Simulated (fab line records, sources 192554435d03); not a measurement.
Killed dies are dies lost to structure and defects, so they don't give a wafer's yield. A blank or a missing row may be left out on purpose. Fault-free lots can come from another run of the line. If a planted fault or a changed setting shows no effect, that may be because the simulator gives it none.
Split-lot trial | flow n5_finfet | 21 wafers read across 7 lots, on a route 1938 steps long

THE SPLIT ITSELF
At N5_SD_EPI_P_EPI_21 (deposits SiGe:B, time 355 s), the setting temp_c was moved away from the recipe's 550 C on 9 of the 21 wafers read, by -0.5% to +0.7%. All remaining wafers had this setting at the recipe value.

FROM THE SPLIT TO THE READING: what the file shows between them, 8 steps
- N5_SD_EPI_P_EPI_MEAS_23
- N5_SD_EPI_P_HM_STRIP_48: strips SiNx in H3PO4, material SiNx, target depth 3 nm
- N5_SD_EPI_P_SRD_49: time 30 s
- N5_SD_EPI_P_PRECLEAN_24: cleans in O3/DIW, time 45 s
- N5_SD_EPI_P_PRECLEAN_32: cleans in dHF, time 10 s
- N5_SD_EPI_P_PRECLEAN_33: cleans in SC2, time 45 s
- N5_SD_ACTIVATION_RTA_00: time 0 s
- N5_SD_ACTIVATION_LSA_01: time 0.0008 s

THE READING
At N5_SD_ACTIVATION_RS_MEAS_03, a four-point-probe measurement gives RS_SD_P in ohm/sq. Fault-free wafers of this fab line usually give 55.8 ohm/sq, standard deviation 0.77 ohm/sq.

wafer  | tool, chamber at the split | temp_c as run, C | against the recipe | RS_SD_P, ohm/sq | against lot-mates on the recipe
L076.1 | epi_rpcvd-03, 0            | 550              | recipe             | 55.9            | -
L076.3 | epi_rpcvd-03, 0            | 550              | recipe             | 57.0            | -
L076.5 | epi_rpcvd-03, 0            | 550              | recipe             | 56.0            | -
L078.4 | epi_rpcvd-03, 0            | 550              | recipe             | 57.3            | -
L078.5 | epi_rpcvd-03, 0            | 550              | recipe             | 57.3            | -
L078.6 | epi_rpcvd-03, 0            | 550              | recipe             | 56.9            | -
L080.2 | epi_rpcvd-03, 0            | 550              | recipe             | 55.7            | -
L080.4 | epi_rpcvd-03, 0            | 553.8            | +0.7%              | 50.4            | -5.3
L080.6 | epi_rpcvd-03, 0            | 553.8            | +0.7%              | 50.0            | -5.7
L081.4 | epi_rpcvd-01, 0            | 553.6            | +0.7%              | 51.2            | no lot-mate on the recipe
L081.5 | epi_rpcvd-01, 0            | 553.6            | +0.7%              | 51.1            | no lot-mate on the recipe
L081.6 | epi_rpcvd-01, 0            | 553.6            | +0.7%              | 51.4            | no lot-mate on the recipe
L084.1 | epi_rpcvd-02, 0            | 552.3            | +0.4%              | 53.2            | -2.3
L084.4 | epi_rpcvd-02, 0            | 550              | recipe             | 55.5            | -
L084.6 | epi_rpcvd-02, 0            | 552.3            | +0.4%              | 53.0            | -2.5
L086.2 | epi_rpcvd-03, 0            | 550              | recipe             | 56.8            | -
L086.5 | epi_rpcvd-03, 0            | 547.2            | -0.5%              | 61.2            | +4.7
L086.6 | epi_rpcvd-03, 0            | 550              | recipe             | 56.2            | -
L092.2 | epi_rpcvd-02, 0            | 548              | -0.4%              | 59.3            | +2.6
L092.3 | epi_rpcvd-02, 0            | 550              | recipe             | 55.8            | -
L092.4 | epi_rpcvd-02, 0            | 550              | recipe             | 57.5            | -

THE FIT
A straight line over all 21 wafers: RS_SD_P changes by -8.51 ohm/sq for each +1% of temp_c; r = -0.98; the points scatter about the line by 0.59 ohm/sq.
The same after taking each lot's own level away (the mean of its wafers on the recipe; 18 wafers): -7.73 ohm/sq for each +1%; r = -0.98; scatter 0.52 ohm/sq.
According to that fit, moving temp_c by its largest amount changes the reading by 5.3 ohm/sq.
From 55.50 to 57.17 ohm/sq: that is the span of the lots' own levels, equal to 2.2 times the standard deviation above.
Thus the slope moves with the lot-to-lot level: the two fits are different.
Check: with one of the wafers moved furthest among these (+0.7%) left out of the fit, the line predicts -5.2 ohm/sq for it against its lot-mates. It came out at -5.3 ohm/sq against them.

THE WHOLE CHAIN: every reading that the file lists as answering this split, in the file's order
step                        | what it does                 | reading                                                                           | change (the file's fit)              | r (the file's)
N5_SD_EPI_P_EPI_21          | deposits SiGe:B, time 355 s  | SiGe-B_of_SD_EPI_P_EPI_21.thk_nm (the simulator's own value, which no gauge read) | +8.61 nm for each +1% of the setting | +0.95
N5_SD_EPI_P_EPI_MEAS_23     |                              | thk_nm                                                                            | withheld for each +1% of the setting | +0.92
N5_SD_EPI_P_PRECLEAN_24     | cleans in O3/DIW, time 45 s  | SiGe-B_of_SD_EPI_P_EPI_21.thk_nm (the simulator's own value, which no gauge read) | +8.66 nm for each +1% of the setting | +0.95
N5_SD_ACTIVATION_RS_MEAS_03 | measures by four-point-probe | RS_SD_P                                                                           | -7.78 for each +1% of the setting    | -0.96

THE FILE'S OWN FIT
RS_SD_P changes by -7.78 ohm/sq for each +1% of temp_c, r = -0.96.
